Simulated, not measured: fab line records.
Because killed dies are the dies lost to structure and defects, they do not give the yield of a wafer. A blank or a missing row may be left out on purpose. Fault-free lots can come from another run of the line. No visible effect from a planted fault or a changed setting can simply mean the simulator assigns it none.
Which tool was responsible? ; flow nand_harc ; Sampling: 14 lots, 42 wafers, 2 of 1159 route steps

== WHAT THE GAUGES SHOWED, per wafer ==
NHARC_A_M0_THK_MEAS_24: measures by xrf.
lot;measured;on;thk_nm (nm)
L432;day 17 10:16;film_metro-02;113.1 113.0 113.3
L434;day 17 21:56;film_metro-01;114.8 113.3 113.0
L437;day 17 23:23;film_metro-02;113.3 112.8 114.2
L433;day 18 04:53;film_metro-02;110.7 111.8 112.0
L436;day 18 11:17;film_metro-01;111.7 110.8 113.1
L438;day 19 13:24;film_metro-02;113.9 114.2 113.0
L439;day 19 14:00;film_metro-02;113.6 112.8 114.8
L441;day 19 20:32;film_metro-01;115.5 114.8 112.9
L445;day 21 00:55;film_metro-02;112.8 110.5 112.4
L450;day 21 18:40;film_metro-01;114.7 114.0 113.1
L449;day 21 19:02;film_metro-01;113.8 114.8 112.9
L448;day 22 08:05;film_metro-02;112.3 113.0 113.5
L452;day 22 19:18;film_metro-02;114.1 111.0 110.8
L454;day 23 07:27;film_metro-01;113.7 112.1 111.5

== EACH LOT AND THE TOOL THAT RAN IT (in order: tool; ch and the chambers of the sampled wafers; start) ==
lot;NHARC_A_M0_PVD_21
L432;pvd_sputter-01, day 17 10:16 or earlier
L434;pvd_sputter-02, day 17 21:56 or earlier
L437;pvd_sputter-03, day 17 23:23 or earlier
L433;pvd_sputter-02, day 18 04:53 or earlier
L436;pvd_sputter-02, day 18 11:17 or earlier
L438;pvd_sputter-03, day 19 13:24 or earlier
L439;pvd_sputter-01, day 19 14:00 or earlier
L441;pvd_sputter-02, day 19 20:32 or earlier
L445;pvd_sputter-02, day 21 00:55 or earlier
L450;pvd_sputter-03, day 21 18:40 or earlier
L449;pvd_sputter-01, day 21 19:02 or earlier
L448;pvd_sputter-01, day 22 08:05 or earlier
L452;pvd_sputter-02, day 22 19:18 or earlier
L454;pvd_sputter-03, day 23 07:27 or earlier
- NHARC_A_M0_PVD_21: deposits Cu, target thk 30 nm, time 20.49 s.

== WHAT THE TOOLS THEMSELVES READ (means of the sampled wafers that have a number; where no wafer has one, the mark that the record gives instead) ==
NHARC_A_M0_PVD_21.
lot;tool;throttle_valve_pct (%)
L432;pvd_sputter-01;29.5
L434;pvd_sputter-02;29.9
L437;pvd_sputter-03;30.2
L433;pvd_sputter-02;29.9
L436;pvd_sputter-02;30.7
L438;pvd_sputter-03;30.6
L439;pvd_sputter-01;28.4
L441;pvd_sputter-02;30.6
L445;pvd_sputter-02;29.9
L450;pvd_sputter-03;29.9
L449;pvd_sputter-01;30.7
L448;pvd_sputter-01;28.5
L452;pvd_sputter-02;29.9
L454;pvd_sputter-03;30.4

== THE ANSWER, worked out from the rows above alone ==
Rule: usual is defined by the lots themselves. The widest of any qualifying gaps counts: lots, ordered by their means at a reading, are off when they make up no more than a third of the lots, leave a main group of 4 or more, and stand apart from it by 3 or more times the standard deviation of that group's means. A main group is skipped when, at the precision printed for the reading in the tables above, its means are all equal. Also off: a lot with no number at a reading for which 4 or more lots have one. Where the step has rows for the other lots, those lots are counted as sound. The gauges are gone through in route order, then the tools' own readings, and for those a lot's mean is taken as printed above. The first step at which some lot is off is used, and at that step the reading that is off furthest; a lot without a number counts as furthest.
None of the lots is off at any reading shown; this tells nothing.

== WHAT WAS PUT IN BY THE SIMULATOR ==
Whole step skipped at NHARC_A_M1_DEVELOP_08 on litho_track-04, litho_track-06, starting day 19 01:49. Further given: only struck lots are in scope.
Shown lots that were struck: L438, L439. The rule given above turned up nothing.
